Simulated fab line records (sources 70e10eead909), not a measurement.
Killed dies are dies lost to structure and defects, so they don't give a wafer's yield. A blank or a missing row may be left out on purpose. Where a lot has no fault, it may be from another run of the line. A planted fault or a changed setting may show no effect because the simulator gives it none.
The tool behind it: which one? :: flow nandHarc :: 11 lots with 33 wafers sampled at 6 steps, on a route of 1302 steps

== WHAT EACH GAUGE READ, for each wafer ==
NHARC_A_CONTACT_INSPECT_23.
lot: L609
measured: day 22 11:13
on: defectInspect-02
rawDefectCount: 423 434 376

lot: L610
measured: day 24 05:32
on: defectInspect-02
rawDefectCount: 495 451 340

lot: L611
measured: day 24 06:54
on: defectInspect-02
rawDefectCount: 427 583 502

lot: L614
measured: day 25 13:58
on: defectInspect-02
rawDefectCount: 490 471 535

lot: L615
measured: day 26 08:57
on: defectInspect-02
rawDefectCount: 578 475 706

lot: L617
measured: day 26 12:09
on: defectInspect-01
rawDefectCount: 518 362 566

lot: L618
measured: day 27 03:13
on: defectInspect-02
rawDefectCount: 452 449 448

lot: L619
measured: day 27 23:16
on: defectInspect-02
rawDefectCount: 473 433 423

lot: L620
measured: day 28 01:22
on: defectInspect-01
rawDefectCount: 424 688 498

lot: L627
measured: day 30 23:58
on: defectInspect-01
rawDefectCount: 2005 2595 1964 2027 2600 1956

lot: L629
measured: day 31 04:25
on: defectInspect-01
rawDefectCount: 1834 2171 2081 1872 2146 2092

NHARC_A_BLC_INSPECT_12.
lot: L609
measured: day 22 11:52
on: defectInspect-01
rawDefectCount: 120 115 134

lot: L610
measured: day 24 06:11
on: defectInspect-02
rawDefectCount: 23 23 32

lot: L611
measured: day 24 07:32
on: defectInspect-01
rawDefectCount: 119 107 125

lot: L614
measured: day 25 14:28
on: defectInspect-02
rawDefectCount: 119 126 114

lot: L615
measured: day 26 09:28
on: defectInspect-01
rawDefectCount: 73 78 95

lot: L617
measured: day 26 12:40
on: defectInspect-02
rawDefectCount: 45 33 44

lot: L618
measured: day 27 03:43
on: defectInspect-02
rawDefectCount: 72 68 62

lot: L619
measured: day 27 23:46
on: defectInspect-02
rawDefectCount: 56 48 33

lot: L620
measured: day 28 01:53
on: defectInspect-01
rawDefectCount: 15 22 18

lot: L627
measured: day 31 04:00
on: defectInspect-02
rawDefectCount: 3680 6144 3849 3693 6128 3845

lot: L629
measured: day 31 09:24
on: defectInspect-01
rawDefectCount: 3604 3711 3687 3614 3709 3720

== TOOL THAT RAN EACH LOT (tool first, then ch and the chambers of the sampled wafers, then the start) ==
lot: L609
NHARC_A_CONTACT_ETCH_110: rieDiel-02 ch 0,3, day 22 09:04
NHARC_A_CONTACT_STRIP_26: rieDiel-02 ch 0,1,3, day 22 10:49 or earlier
NHARC_A_CONTACT_CVD_19: cvdW-02 ch 0,1, day 22 10:49 or earlier
NHARC_A_CONTACT_CMP_20: cmp-03 ch 1,2,3, day 22 10:49

lot: L610
NHARC_A_CONTACT_ETCH_110: rieDiel-13 ch 1,3, day 24 03:22
NHARC_A_CONTACT_STRIP_26: rieDiel-13 ch 0,2,3, day 24 05:08 or earlier
NHARC_A_CONTACT_CVD_19: cvdW-02 ch 0,1, day 24 05:08 or earlier
NHARC_A_CONTACT_CMP_20: cmp-02 ch 2,3, day 24 05:08

lot: L611
NHARC_A_CONTACT_ETCH_110: rieDiel-13 ch 0,1,3, day 24 04:46
NHARC_A_CONTACT_STRIP_26: rieDiel-13 ch 1,2,3, day 24 06:30 or earlier
NHARC_A_CONTACT_CVD_19: cvdW-02 ch 0,1, day 24 06:30 or earlier
NHARC_A_CONTACT_CMP_20: cmp-04 ch 1,2, day 24 06:30

lot: L614
NHARC_A_CONTACT_ETCH_110: rieDiel-13 ch 0,1,3, day 25 11:40
NHARC_A_CONTACT_STRIP_26: rieDiel-13 ch 0,1, day 25 13:34 or earlier
NHARC_A_CONTACT_CVD_19: cvdW-01 ch 1, day 25 13:34 or earlier
NHARC_A_CONTACT_CMP_20: cmp-03 ch 1,3, day 25 13:34

lot: L615
NHARC_A_CONTACT_ETCH_110: rieDiel-02 ch 0,1,3, day 26 06:48
NHARC_A_CONTACT_STRIP_26: rieDiel-02 ch 0,1,2, day 26 08:34 or earlier
NHARC_A_CONTACT_CVD_19: cvdW-02 ch 0,1, day 26 08:34 or earlier
NHARC_A_CONTACT_CMP_20: cmp-02 ch 2,3, day 26 08:34

lot: L617
NHARC_A_CONTACT_ETCH_110: rieDiel-02 ch 1,2,3, day 26 10:00
NHARC_A_CONTACT_STRIP_26: rieDiel-02 ch 1,2,3, day 26 11:47 or earlier
NHARC_A_CONTACT_CVD_19: cvdW-02 ch 0,1, day 26 11:47 or earlier
NHARC_A_CONTACT_CMP_20: cmp-02 ch 1,2,3, day 26 11:47

lot: L618
NHARC_A_CONTACT_ETCH_110: rieDiel-07 ch 1,2, day 27 01:05
NHARC_A_CONTACT_STRIP_26: rieDiel-07 ch 0,1, day 27 02:53 or earlier
NHARC_A_CONTACT_CVD_19: cvdW-01 ch 0,1, day 27 02:53 or earlier
NHARC_A_CONTACT_CMP_20: cmp-04 ch 1,2,3, day 27 02:53

lot: L619
NHARC_A_CONTACT_ETCH_110: rieDiel-07 ch 0,2, day 27 21:08
NHARC_A_CONTACT_STRIP_26: rieDiel-07 ch 0,3, day 27 22:55 or earlier
NHARC_A_CONTACT_CVD_19: cvdW-02 ch 0,1, day 27 22:55 or earlier
NHARC_A_CONTACT_CMP_20: cmp-04 ch 0,1,3, day 27 22:55

lot: L620
NHARC_A_CONTACT_ETCH_110: rieDiel-07 ch 0,1, day 27 23:14
NHARC_A_CONTACT_STRIP_26: rieDiel-07 ch 0,3, day 28 01:02 or earlier
NHARC_A_CONTACT_CVD_19: cvdW-02 ch 0,1, day 28 01:02 or earlier
NHARC_A_CONTACT_CMP_20: cmp-02 ch 0,1,2, day 28 01:02

lot: L627
NHARC_A_CONTACT_ETCH_110: rieDiel-07 ch 0,1,3, day 30 21:50
NHARC_A_CONTACT_STRIP_26: rieDiel-07 ch 0,1,3, day 30 23:34 or earlier
NHARC_A_CONTACT_CVD_19: cvdW-02 ch 0,1, day 30 23:34 or earlier
NHARC_A_CONTACT_CMP_20: cmp-03 ch 0,1,3, day 30 23:34

lot: L629
NHARC_A_CONTACT_ETCH_110: rieDiel-02 ch 1,2,3, day 31 02:16
NHARC_A_CONTACT_STRIP_26: rieDiel-02 ch 0,1,2, day 31 04:01 or earlier
NHARC_A_CONTACT_CVD_19: cvdW-02 ch 0,1, day 31 04:01 or earlier
NHARC_A_CONTACT_CMP_20: cmp-03 ch 0,1,2, day 31 04:01
- NHARC_A_CONTACT_ETCH_110: etches the open film in CF4/O2, target depth 60 nm, overetch 6 nm, time 33 s.
- NHARC_A_CONTACT_STRIP_26: strips in O2.
- NHARC_A_CONTACT_CVD_19: deposits W, target thk 300 nm, time 802 s.
- NHARC_A_CONTACT_CMP_20: polishes, t overpolish 30 s, target thk 300 nm.

== WHAT THE TOOLS THEMSELVES READ (means of the sampled wafers that have a number; where no wafer has one, the mark that the record gives instead) ==
NHARC_A_CONTACT_ETCH_110.
lot: L609
tool: rieDiel-02
drypumpMotorCurrentA (A): 5.82
oesProductAu (a.u.): 1.008
rfVppV (V): 196.7
showerheadPlenumPTorr (Torr): 1.31
throttleValvePct (%): 13.396

lot: L610
tool: rieDiel-13
drypumpMotorCurrentA (A): 6.16
oesProductAu (a.u.): 0.992
rfVppV (V): 197.6
showerheadPlenumPTorr (Torr): 1.29
throttleValvePct (%): 13.398

lot: L611
tool: rieDiel-13
drypumpMotorCurrentA (A): 6.30
oesProductAu (a.u.): 0.999
rfVppV (V): 195.9
showerheadPlenumPTorr (Torr): 1.30
throttleValvePct (%): 13.395

lot: L614
tool: rieDiel-13
drypumpMotorCurrentA (A): 6.32
oesProductAu (a.u.): 1.011
rfVppV (V): 196.4
showerheadPlenumPTorr (Torr): 1.30
throttleValvePct (%): 13.391

lot: L615
tool: rieDiel-02
drypumpMotorCurrentA (A): 5.93
oesProductAu (a.u.): 1.008
rfVppV (V): 198.4
showerheadPlenumPTorr (Torr): 1.37
throttleValvePct (%): 13.398

lot: L617
tool: rieDiel-02
drypumpMotorCurrentA (A): 5.99
oesProductAu (a.u.): 1.007
rfVppV (V): 197.5
showerheadPlenumPTorr (Torr): 1.35
throttleValvePct (%): 13.404

lot: L618
tool: rieDiel-07
drypumpMotorCurrentA (A): 5.78
oesProductAu (a.u.): 0.999
rfVppV (V): 196.1
showerheadPlenumPTorr (Torr): 1.26
throttleValvePct (%): 13.404

lot: L619
tool: rieDiel-07
drypumpMotorCurrentA (A): 5.99
oesProductAu (a.u.): 0.999
rfVppV (V): 198.8
showerheadPlenumPTorr (Torr): 1.39
throttleValvePct (%): 13.387

lot: L620
tool: rieDiel-07
drypumpMotorCurrentA (A): 5.85
oesProductAu (a.u.): 0.992
rfVppV (V): 197.0
showerheadPlenumPTorr (Torr): 1.30
throttleValvePct (%): 13.393

lot: L627
tool: rieDiel-07
drypumpMotorCurrentA (A): 5.99
oesProductAu (a.u.): 1.004
rfVppV (V): 198.1
showerheadPlenumPTorr (Torr): 1.35
throttleValvePct (%): 13.397

lot: L629
tool: rieDiel-02
drypumpMotorCurrentA (A): 5.99
oesProductAu (a.u.): 1.000
rfVppV (V): 197.4
showerheadPlenumPTorr (Torr): 1.35
throttleValvePct (%): 13.397

NHARC_A_CONTACT_STRIP_26.
lot: L609
tool: rieDiel-02
drypumpMotorCurrentA (A): 5.97
oesProductAu (a.u.): 0.999
rfVppV (V): 58.2
showerheadPlenumPTorr (Torr): 3.62
throttleValvePct (%): 17.029

lot: L610
tool: rieDiel-13
drypumpMotorCurrentA (A): 6.26
oesProductAu (a.u.): 0.997
rfVppV (V): 57.5
showerheadPlenumPTorr (Torr): 3.48
throttleValvePct (%): 17.037

lot: L611
tool: rieDiel-13
drypumpMotorCurrentA (A): 6.25
oesProductAu (a.u.): 0.996
rfVppV (V): 58.0
showerheadPlenumPTorr (Torr): 3.58
throttleValvePct (%): 17.049

lot: L614
tool: rieDiel-13
drypumpMotorCurrentA (A): 6.44
oesProductAu (a.u.): 1.008
rfVppV (V): 57.2
showerheadPlenumPTorr (Torr): 3.43
throttleValvePct (%): 17.042

lot: L615
tool: rieDiel-02
drypumpMotorCurrentA (A): 6.22
oesProductAu (a.u.): 1.014
rfVppV (V): 57.9
showerheadPlenumPTorr (Torr): 3.74
throttleValvePct (%): 17.045

lot: L617
tool: rieDiel-02
drypumpMotorCurrentA (A): 6.02
oesProductAu (a.u.): 1.008
rfVppV (V): 57.4
showerheadPlenumPTorr (Torr): 3.57
throttleValvePct (%): 17.044

lot: L618
tool: rieDiel-07
drypumpMotorCurrentA (A): 6.00
oesProductAu (a.u.): 1.000
rfVppV (V): 58.0
showerheadPlenumPTorr (Torr): 3.62
throttleValvePct (%): 17.031

lot: L619
tool: rieDiel-07
drypumpMotorCurrentA (A): 6.10
oesProductAu (a.u.): 1.003
rfVppV (V): 58.4
showerheadPlenumPTorr (Torr): 3.74
throttleValvePct (%): 17.042

lot: L620
tool: rieDiel-07
drypumpMotorCurrentA (A): 6.13
oesProductAu (a.u.): 1.006
rfVppV (V): 58.5
showerheadPlenumPTorr (Torr): 3.74
throttleValvePct (%): 17.032

lot: L627
tool: rieDiel-07
drypumpMotorCurrentA (A): 5.98
oesProductAu (a.u.): 0.999
rfVppV (V): 58.3
showerheadPlenumPTorr (Torr): 3.57
throttleValvePct (%): 17.032

lot: L629
tool: rieDiel-02
drypumpMotorCurrentA (A): 6.22
oesProductAu (a.u.): 1.005
rfVppV (V): 57.6
showerheadPlenumPTorr (Torr): 3.73
throttleValvePct (%): 17.034

NHARC_A_CONTACT_CVD_19.
lot: L609
tool: cvdW-02
chamberPressureTorr (Torr): 39.89
heaterPowerW (W): 431
throttleValvePct (%): 7.86

lot: L610
tool: cvdW-02
chamberPressureTorr (Torr): 39.96
heaterPowerW (W): 428
throttleValvePct (%): 8.20

lot: L611
tool: cvdW-02
chamberPressureTorr (Torr): 39.99
heaterPowerW (W): 435
throttleValvePct (%): 8.00

lot: L614
tool: cvdW-01
chamberPressureTorr (Torr): 40.07
heaterPowerW (W): 512
throttleValvePct (%): 7.75

lot: L615
tool: cvdW-02
chamberPressureTorr (Torr): 39.93
heaterPowerW (W): 431
throttleValvePct (%): 8.03

lot: L617
tool: cvdW-02
chamberPressureTorr (Torr): 39.96
heaterPowerW (W): 431
throttleValvePct (%): 8.10

lot: L618
tool: cvdW-01
chamberPressureTorr (Torr): 40.05
heaterPowerW (W): 459
throttleValvePct (%): 7.91

lot: L619
tool: cvdW-02
chamberPressureTorr (Torr): 39.91
heaterPowerW (W): 421
throttleValvePct (%): 7.91

lot: L620
tool: cvdW-02
chamberPressureTorr (Torr): 40.07
heaterPowerW (W): 418
throttleValvePct (%): 7.68

lot: L627
tool: cvdW-02
chamberPressureTorr (Torr): 40.03
heaterPowerW (W): 420
throttleValvePct (%): 7.88

lot: L629
tool: cvdW-02
chamberPressureTorr (Torr): 40.01
heaterPowerW (W): 423
throttleValvePct (%): 8.05

NHARC_A_CONTACT_CMP_20.
lot: L609
tool: cmp-03
edgeZonePressureFrac: 1.000
motorCurrentA (A): 11.1
overpolishRunS (s): 29.998
timeToEndpointS (s): 57

lot: L610
tool: cmp-02
edgeZonePressureFrac: 1.006
motorCurrentA (A): 12.5
overpolishRunS (s): 30.007
timeToEndpointS (s): 58

lot: L611
tool: cmp-04
edgeZonePressureFrac: 1.001
motorCurrentA (A): 10.8
overpolishRunS (s): 29.995
timeToEndpointS (s): 65

lot: L614
tool: cmp-03
edgeZonePressureFrac: 1.001
motorCurrentA (A): 10.9
overpolishRunS (s): 30.008
timeToEndpointS (s): 63

lot: L615
tool: cmp-02
edgeZonePressureFrac: 1.003
motorCurrentA (A): 12.4
overpolishRunS (s): 29.994
timeToEndpointS (s): 62

lot: L617
tool: cmp-02
edgeZonePressureFrac: 1.003
motorCurrentA (A): 11.4
overpolishRunS (s): 30.004
timeToEndpointS (s): 57

lot: L618
tool: cmp-04
edgeZonePressureFrac: 1.001
motorCurrentA (A): 10.9
overpolishRunS (s): 30.002
timeToEndpointS (s): 55

lot: L619
tool: cmp-04
edgeZonePressureFrac: 1.001
motorCurrentA (A): 10.2
overpolishRunS (s): 30.003
timeToEndpointS (s): 57

lot: L620
tool: cmp-02
edgeZonePressureFrac: 1.006
motorCurrentA (A): 10.8
overpolishRunS (s): 29.999
timeToEndpointS (s): 61

lot: L627
tool: cmp-03
edgeZonePressureFrac: 1.006
motorCurrentA (A): 11.3
overpolishRunS (s): 0.037
timeToEndpointS (s): 117

lot: L629
tool: cmp-03
edgeZonePressureFrac: 1.000
motorCurrentA (A): 11.5
overpolishRunS (s): 0.034
timeToEndpointS (s): 116

== THE ANSWER, worked out from the rows above alone ==
Rule: usual is defined by the lots themselves. Put in order of their means at a reading, lots are off if they are a third of the lots or fewer, leave a main group of 4 or more, and stand apart from it by a gap of 3 or more times the standard deviation of the main group's means; of several such gaps the widest counts. If all means in a main group match to the digits the tables above print for the reading, that group is not used. A lot without any number at a reading at which 4 lots or more have one is off too. Any other lot the step has rows for is counted as sound. First the gauges in route order, then the tools' own readings, where a lot's mean is used as printed above. At the first step where some lot is off, the reading lying furthest off is the one used; lots without a number count as furthest.
Off: L627, L629 (NHARC_A_CONTACT_INSPECT_23, rawDefectCount). Main group: mean 482, sd 53.
If a tool, at a process step before that reading, ran all the lots that are off and no sound lot after the first of them, it fits. The gauges at NHARC_A_CONTACT_INSPECT_23 aren't tried: what is off there is off at NHARC_A_CONTACT_CMP_20 too, on other tools, and a gauge's error can't cause that. NHARC_A_CONTACT_STRIP_26: start missing for some lots; hours and lot order therefore follow NHARC_A_CONTACT_CMP_20. NHARC_A_CONTACT_CVD_19: start missing for some lots; hours and lot order therefore follow NHARC_A_CONTACT_CMP_20. This does not decide it: 2 tools fit, namely cvdW-02 at NHARC_A_CONTACT_CVD_19 and cmp-03 at NHARC_A_CONTACT_CMP_20.

== WHAT THE SIMULATOR HAD INSERTED ==
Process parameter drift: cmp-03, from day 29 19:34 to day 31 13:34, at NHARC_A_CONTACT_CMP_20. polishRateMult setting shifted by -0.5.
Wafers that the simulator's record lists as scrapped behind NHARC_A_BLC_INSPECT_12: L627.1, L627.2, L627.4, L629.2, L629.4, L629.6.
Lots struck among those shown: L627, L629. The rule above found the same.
